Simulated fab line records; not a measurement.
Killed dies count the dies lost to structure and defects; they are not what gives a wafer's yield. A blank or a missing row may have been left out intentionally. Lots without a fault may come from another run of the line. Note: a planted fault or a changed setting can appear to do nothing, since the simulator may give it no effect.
Chamber matching || flow nand_harc || ald_metal-04 running NHARC_A_CONTACT_ALD_18: 4 sister chambers
The step deposits TiN, target thk 3 nm, pulse time 1 s, ald cycles 150. 8 wafers are shown with their chamber, then 12 later ones without.

== WAFERS PAIRED WITH THEIR CHAMBERS ==
{"wafer": "L082.5", "chamber": 0, "heater_power_w (W)": 1024, "precursor_pulse_height_rel": 0.989}
{"wafer": "L087.1", "chamber": 3, "heater_power_w (W)": 1149, "precursor_pulse_height_rel": 0.997}
{"wafer": "L087.3", "chamber": 1, "heater_power_w (W)": 1014, "precursor_pulse_height_rel": 0.994}
{"wafer": "L089.1", "chamber": 1, "heater_power_w (W)": 1003, "precursor_pulse_height_rel": 1.001}
{"wafer": "L089.2", "chamber": 0, "heater_power_w (W)": 1037, "precursor_pulse_height_rel": 0.944}
{"wafer": "L090.1", "chamber": 2, "heater_power_w (W)": 853, "precursor_pulse_height_rel": 0.998}
{"wafer": "L090.2", "chamber": 3, "heater_power_w (W)": 1086, "precursor_pulse_height_rel": 0.972}
{"wafer": "L090.5", "chamber": 2, "heater_power_w (W)": 882, "precursor_pulse_height_rel": 0.980}

== WAFERS WITHOUT THEIR CHAMBER ==
{"wafer": "L093.1", "heater_power_w (W)": 1060, "precursor_pulse_height_rel": 1.011}
{"wafer": "L093.3", "heater_power_w (W)": 1061, "precursor_pulse_height_rel": 1.007}
{"wafer": "L093.5", "heater_power_w (W)": 855, "precursor_pulse_height_rel": 1.002}
{"wafer": "L096.1", "heater_power_w (W)": 969, "precursor_pulse_height_rel": 1.018}
{"wafer": "L096.2", "heater_power_w (W)": 1059, "precursor_pulse_height_rel": 1.001}
{"wafer": "L096.4", "heater_power_w (W)": 1036, "precursor_pulse_height_rel": 1.014}
{"wafer": "L097.1", "heater_power_w (W)": 982, "precursor_pulse_height_rel": 1.010}
{"wafer": "L097.2", "heater_power_w (W)": 880, "precursor_pulse_height_rel": 0.975}
{"wafer": "L097.3", "heater_power_w (W)": 1024, "precursor_pulse_height_rel": 0.977}
{"wafer": "L097.4", "heater_power_w (W)": 1052, "precursor_pulse_height_rel": 0.997}
{"wafer": "L097.5", "heater_power_w (W)": 867, "precursor_pulse_height_rel": 0.985}
{"wafer": "L097.6", "heater_power_w (W)": 1061, "precursor_pulse_height_rel": 1.012}

== CHAMBER TAKEN BY EACH ==
{"wafer": "L093.1", "from the rows above": "can't be placed: 1 or 0 or 3", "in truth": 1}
{"wafer": "L093.3", "from the rows above": "can't be placed: 1 or 0 or 3", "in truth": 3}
{"wafer": "L093.5", "from the rows above": 2, "in truth": 2}
{"wafer": "L096.1", "from the rows above": "can't be placed: 1 or 0", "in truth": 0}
{"wafer": "L096.2", "from the rows above": "can't be placed: 1 or 0 or 3", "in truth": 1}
{"wafer": "L096.4", "from the rows above": "can't be placed: 1 or 0", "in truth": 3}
{"wafer": "L097.1", "from the rows above": "can't be placed: 1 or 0", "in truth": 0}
{"wafer": "L097.2", "from the rows above": 2, "in truth": 2}
{"wafer": "L097.3", "from the rows above": "can't be placed: 0 or 1", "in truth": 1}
{"wafer": "L097.4", "from the rows above": "can't be placed: 1 or 0 or 3", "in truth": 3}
{"wafer": "L097.5", "from the rows above": 2, "in truth": 2}
{"wafer": "L097.6", "from the rows above": "can't be placed: 1 or 0 or 3", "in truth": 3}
Placed correctly: 3 of 12. From these rows, 9 cannot be placed; in 8 the true chamber is one of the candidates. Placed wrongly: 0.
How it was worked out, from the rows above alone: a wafer's distance from a chamber is the root of the sum, over the readings, of the square of ((its reading less the chamber's mean) divided by the reading's scatter). The wafer belongs to the nearest chamber; if the next one is less than 2 further off, it can't be placed. A chamber's mean is the mean of its shown wafers. The scatter is the square root of a quotient: the sum, over the shown wafers, of each reading's squared deviation from its chamber's mean, divided by wafers minus chambers.
